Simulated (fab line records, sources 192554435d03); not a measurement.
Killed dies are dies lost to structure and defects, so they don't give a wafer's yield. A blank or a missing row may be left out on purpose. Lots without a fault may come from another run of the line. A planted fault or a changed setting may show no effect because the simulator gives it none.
Chamber matching | flow n5_finfet | N5_BEOL_M15_DESCUM_33 on rie_diel-01: 4 sister chambers
The step chemistry O2, time 7.9 s. 8 wafers are shown with their chamber, then 7 later ones without.

WAFERS WITH THEIR CHAMBER
wafer  | chamber | drypump_motor_current_A (A) | showerhead_plenum_p_Torr (Torr)
L084.5 | 3       | 6.2                         | 2.19
L086.1 | 3       | 6.2                         | 2.19
L086.5 | 1       | 6.0                         | 2.04
L087.1 | 1       | 5.9                         | 2.04
L087.3 | 2       | 5.6                         | 2.15
L087.5 | 0       | 5.1                         | 2.01
L091.4 | 2       | 5.6                         | 2.15
L091.5 | 0       | 5.1                         | 2.00

WAFERS WITHOUT THEIR CHAMBER
wafer  | drypump_motor_current_A (A) | showerhead_plenum_p_Torr (Torr)
L091.6 | 6.2                         | 2.19
L095.1 | 5.6                         | 2.15
L095.3 | 5.9                         | 2.04
L095.6 | 5.9                         | 2.04
L097.1 | 5.9                         | 2.04
L097.2 | 5.7                         | 2.15
L097.6 | 6.2                         | 2.18

WHICH CHAMBER EACH WENT THROUGH
wafer  | from the rows above | in truth
L091.6 | 3                   | 3
L095.1 | 2                   | 2
L095.3 | 1                   | 1
L095.6 | 1                   | 1
L097.1 | 1                   | 1
L097.2 | 2                   | 2
L097.6 | 3                   | 3
Placed correctly: 7 of 7. Can't be placed from these rows: 0. Placed wrongly: 0.
How it was worked out, from the rows above alone: a wafer's distance from a chamber is the root of the sum, over the readings, of the square of ((its reading less the chamber's mean) divided by the reading's scatter). The wafer belongs to the nearest chamber; if the next one is less than 2 further off, it can't be placed. A chamber's mean is the mean of its shown wafers. The scatter: the root of (the sum of the squares of (reading less its chamber's mean) over the shown wafers, divided by (wafers less chambers)).
